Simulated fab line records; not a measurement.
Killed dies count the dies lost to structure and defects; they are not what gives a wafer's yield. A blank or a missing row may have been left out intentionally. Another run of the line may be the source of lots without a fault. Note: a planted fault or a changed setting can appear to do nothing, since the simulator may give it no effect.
Lot-split experiment / flow n5Finfet / 21 wafers read from 7 lots, route of 1938 steps

## ABOUT THE SPLIT
At N5_BEOL_M6_EXPOSE_08 (exposes mask M6), the setting doseMj was moved away from the recipe's 68.25 on 7 of the 21 wafers read, by -5.0% to +7.3%. For the rest of the wafers, this setting stayed at what the recipe calls for.

## FROM THE SPLIT TO THE READING: what the file shows between them, 2 steps
- N5_BEOL_M6_PEB_09: peb time 60 s
- N5_BEOL_M6_DEVELOP_10: develop time 30 s

## THE READING
Shown in nm: cdNm at N5_BEOL_M6_CD_MEAS_11, with target cd 38.5 nm. On this fab line, fault-free wafers typically give 38.6 nm with a standard deviation of 0.42 nm.

wafer=L081.1; tool, chamber at the split=arfiScanner-02, 0; doseMj as run=68.25; against the recipe=recipe; cdNm, nm=38.3; against lot-mates on the recipe=-
wafer=L081.3; tool, chamber at the split=arfiScanner-02, 0; doseMj as run=68.25; against the recipe=recipe; cdNm, nm=38.4; against lot-mates on the recipe=-
wafer=L081.6; tool, chamber at the split=arfiScanner-02, 0; doseMj as run=68.25; against the recipe=recipe; cdNm, nm=38.0; against lot-mates on the recipe=-
wafer=L082.1; tool, chamber at the split=arfiScanner-01, 0; doseMj as run=68.25; against the recipe=recipe; cdNm, nm=39.0; against lot-mates on the recipe=-
wafer=L082.4; tool, chamber at the split=arfiScanner-01, 0; doseMj as run=68.25; against the recipe=recipe; cdNm, nm=38.9; against lot-mates on the recipe=-
wafer=L082.5; tool, chamber at the split=arfiScanner-01, 0; doseMj as run=68.25; against the recipe=recipe; cdNm, nm=39.1; against lot-mates on the recipe=-
wafer=L084.3; tool, chamber at the split=arfiScanner-03, 0; doseMj as run=68.25; against the recipe=recipe; cdNm, nm=39.2; against lot-mates on the recipe=-
wafer=L084.4; tool, chamber at the split=arfiScanner-03, 0; doseMj as run=64.81; against the recipe=-5.0%; cdNm, nm=36.0; against lot-mates on the recipe=-3.2
wafer=L084.6; tool, chamber at the split=arfiScanner-03, 0; doseMj as run=64.81; against the recipe=-5.0%; cdNm, nm=36.0; against lot-mates on the recipe=-3.2
wafer=L085.1; tool, chamber at the split=arfiScanner-02, 0; doseMj as run=70.22; against the recipe=+2.9%; cdNm, nm=39.9; against lot-mates on the recipe=+0.1
wafer=L085.3; tool, chamber at the split=arfiScanner-02, 0; doseMj as run=70.22; against the recipe=+2.9%; cdNm, nm=40.5; against lot-mates on the recipe=+0.7
wafer=L085.5; tool, chamber at the split=arfiScanner-02, 0; doseMj as run=68.25; against the recipe=recipe; cdNm, nm=39.8; against lot-mates on the recipe=-
wafer=L088.4; tool, chamber at the split=arfiScanner-01, 0; doseMj as run=68.25; against the recipe=recipe; cdNm, nm=38.5; against lot-mates on the recipe=-
wafer=L088.5; tool, chamber at the split=arfiScanner-01, 0; doseMj as run=68.25; against the recipe=recipe; cdNm, nm=38.7; against lot-mates on the recipe=-
wafer=L088.6; tool, chamber at the split=arfiScanner-01, 0; doseMj as run=68.25; against the recipe=recipe; cdNm, nm=38.5; against lot-mates on the recipe=-
wafer=L096.1; tool, chamber at the split=arfiScanner-01, 0; doseMj as run=68.25; against the recipe=recipe; cdNm, nm=38.9; against lot-mates on the recipe=-
wafer=L096.2; tool, chamber at the split=arfiScanner-01, 0; doseMj as run=70.84; against the recipe=+3.8%; cdNm, nm=40.4; against lot-mates on the recipe=+1.4
wafer=L096.4; tool, chamber at the split=arfiScanner-01, 0; doseMj as run=68.25; against the recipe=recipe; cdNm, nm=39.2; against lot-mates on the recipe=-
wafer=L097.1; tool, chamber at the split=arfiScanner-02, 0; doseMj as run=73.2; against the recipe=+7.3%; cdNm, nm=42.3; against lot-mates on the recipe=+4.0
wafer=L097.4; tool, chamber at the split=arfiScanner-02, 0; doseMj as run=68.25; against the recipe=recipe; cdNm, nm=38.3; against lot-mates on the recipe=-
wafer=L097.5; tool, chamber at the split=arfiScanner-02, 0; doseMj as run=73.2; against the recipe=+7.3%; cdNm, nm=42.6; against lot-mates on the recipe=+4.3

FIT RESULTS
A straight line over all 21 wafers: cdNm changes by +0.515 nm for each +1% of doseMj; r = +0.97; the points scatter about the line by 0.42 nm.
The same after taking each lot's own level away (the mean of its wafers on the recipe; 21 wafers): +0.547 nm for each +1%; r = +0.97; scatter 0.43 nm.
According to that fit, moving doseMj by its largest amount changes the reading by 4 nm.
The span of the lots' own levels, 38.23 to 39.80 nm, comes to 3.7 times the standard deviation stated above.
Consequently the slope shifts little with the lot-to-lot level, the two slopes agreeing.
Check: +3.71 nm against its lot-mates is what the line predicts for one of the wafers moved furthest among these (+7.3%) when that wafer is left out of the fit. Against them it came out at +4 nm.

## OTHER SPLITS APPLIED TO THESE WAFERS
Before the reading, these wafers also passed through other splits. Each is held against what the fit with the lots' levels taken away leaves over:
other split on the same wafers=N5_BEOL_M2_TRENCH_ETCH_37 biasW; wafers away from the commonest value=5; r with cdNm (lot level and that fit taken away)=+0.26
other split on the same wafers=N5_BEOL_M3_HM_DEP_02 targetThkA; wafers away from the commonest value=6; r with cdNm (lot level and that fit taken away)=-0.04
other split on the same wafers=N5_BEOL_M3_COAT_73 tempC; wafers away from the commonest value=7; r with cdNm (lot level and that fit taken away)=-0.13
other split on the same wafers=N5_BEOL_M4_ETCH_64 biasW; wafers away from the commonest value=11; r with cdNm (lot level and that fit taken away)=+0.15
other split on the same wafers=N5_BEOL_M4_COAT_67 spinRpm; wafers away from the commonest value=5; r with cdNm (lot level and that fit taken away)=+0.19
other split on the same wafers=N5_BEOL_M5_HM_DEP_02 targetThkA; wafers away from the commonest value=8; r with cdNm (lot level and that fit taken away)=-0.54

## THE WHOLE CHAIN: every reading that the file lists as answering this split, in the file's order
step=N5_BEOL_M6_CD_MEAS_11; what it does=target cd 38.5 nm; reading=cdNm; change (the file's fit)=+0.525 nm for each +1% of the setting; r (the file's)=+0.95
step=N5_BEOL_M6_ETCH_61; what it does=etches SiARC in CF4, target depth 45.5 nm, time 75.8 s; reading=BEOL_M6.cdOffsetNm (the simulator's own value, which no gauge read); change (the file's fit)=+0.533 nm for each +1% of the setting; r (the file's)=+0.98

## FILE'S OWN FIT
cdNm changes by +0.525 nm for each +1% of doseMj, r = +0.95.
